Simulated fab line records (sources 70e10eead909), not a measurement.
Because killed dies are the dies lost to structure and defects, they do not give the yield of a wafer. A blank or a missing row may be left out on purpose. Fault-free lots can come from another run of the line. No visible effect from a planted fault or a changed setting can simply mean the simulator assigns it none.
The tool behind it: which one? | flow nand harc | 36 wafers from 12 lots sampled at 4 of the route's 1302 steps

== WHAT EACH GAUGE READ, for each wafer ==
NHARC_A_BLC_CD_MEAS_19.
lot  | measured     | on        | cd nm (nm)
L077 | day 23 15:21 | cd sem-03 | 97.3 96.9 100.9
L075 | day 23 16:59 | cd sem-02 | 97.6 98.1 96.7
L080 | day 25 04:04 | cd sem-01 | 102.1 101.4 104.0
L082 | day 26 03:32 | cd sem-03 | 97.6 99.7 101.0
L083 | day 26 08:30 | cd sem-03 | 102.7 102.6 99.5
L084 | day 27 02:47 | cd sem-02 | 99.4 98.2 102.3
L087 | day 27 09:37 | cd sem-01 | 99.4 102.5 100.6
L090 | day 29 05:29 | cd sem-01 | 99.7 102.3 101.4
L092 | day 30 02:48 | cd sem-03 | 99.7 99.5 96.0
L093 | day 30 19:56 | cd sem-03 | 103.5 101.3 100.7
L097 | day 32 07:04 | cd sem-01 | 100.1 94.8 96.5
L096 | day 32 16:22 | cd sem-01 | 98.4 99.6 99.9

== WHAT TOOL EACH LOT RAN ON (gives the tool, then ch and the chambers of the sampled wafers, and finally the start) ==
lot  | NHARC_A_CONTACT_ETCH_97                       | NHARC_A_CONTACT_ETCH_138             | NHARC_A_CONTACT_CVD_19
L077 | rie diel-04 ch 0,1, day 23 08:08 or earlier   | har cap etch-01 ch 1, day 23 08:08   | cvd w-02 ch 1, day 23 15:21 or earlier
L075 | rie diel-02 ch 0,2,3, day 23 05:40            | har cap etch-02 ch 0,1, day 23 11:51 | cvd w-02 ch 0,1, day 23 16:59 or earlier
L080 | rie diel-02 ch 1,2,3, day 24 22:54 or earlier | har cap etch-01 ch 0,1, day 24 22:54 | cvd w-01 ch 0,1, day 25 04:04 or earlier
L082 | rie diel-04 ch 0,1, day 25 11:57              | har cap etch-03 ch 0,1, day 25 21:50 | cvd w-01 ch 0,1, day 26 03:32 or earlier
L083 | rie diel-04 ch 0,2,3, day 26 03:16 or earlier | har cap etch-02 ch 0,1, day 26 03:16 | cvd w-02 ch 0, day 26 08:30 or earlier
L084 | rie diel-04 ch 2,3, day 26 21:26 or earlier   | har cap etch-01 ch 0,1, day 26 21:26 | cvd w-02 ch 0,1, day 27 02:47 or earlier
L087 | rie diel-02 ch 1,2,3, day 27 04:00 or earlier | har cap etch-02 ch 0,1, day 27 04:00 | cvd w-01 ch 0,1, day 27 09:37 or earlier
L090 | rie diel-02 ch 0,1,3, day 29 00:22 or earlier | har cap etch-02 ch 0,1, day 29 00:22 | cvd w-01 ch 0,1, day 29 05:29 or earlier
L092 | rie diel-02 ch 0,2,3, day 29 21:13 or earlier | har cap etch-03 ch 0,1, day 29 21:13 | cvd w-02 ch 0,1, day 30 02:48 or earlier
L093 | rie diel-02 ch 0,1,2, day 30 13:56 or earlier | har cap etch-03 ch 0,1, day 30 13:56 | cvd w-01 ch 1, day 30 19:56 or earlier
L097 | rie diel-02 ch 0,1,2, day 32 01:52 or earlier | har cap etch-02 ch 0,1, day 32 01:52 | cvd w-01 ch 0,1, day 32 07:04 or earlier
L096 | rie diel-11 ch 1,3, day 32 02:32              | har cap etch-01 ch 0,1, day 32 11:08 | cvd w-02 ch 0,1, day 32 16:22 or earlier
- NHARC_A_CONTACT_ETCH_97: etches the open film in C4F6/O2, target depth 20 nm, time 10 s.
- NHARC_A_CONTACT_ETCH_138: etches the open film in C4F8/O2/Ar, time 311 s, target depth 1914 nm.
- NHARC_A_CONTACT_CVD_19: deposits W, target thk 300 nm, time 802 s.

== THE ANSWER, worked out from the rows above alone ==
Rule: the usual values come from the lots themselves. The widest of any qualifying gaps counts: lots, ordered by their means at a reading, are off when they make up no more than a third of the lots, leave a main group of 4 or more, and stand apart from it by 3 or more times the standard deviation of that group's means. Not used: any main group whose means are identical at the precision the tables above print for the reading. A lot without any number at a reading at which 4 lots or more have one is off too. All remaining lots with rows at the step are treated as sound.
No lot is off at any reading shown: from this, nothing can be told.

== WHAT THE SIMULATOR HAD PUT IN ==
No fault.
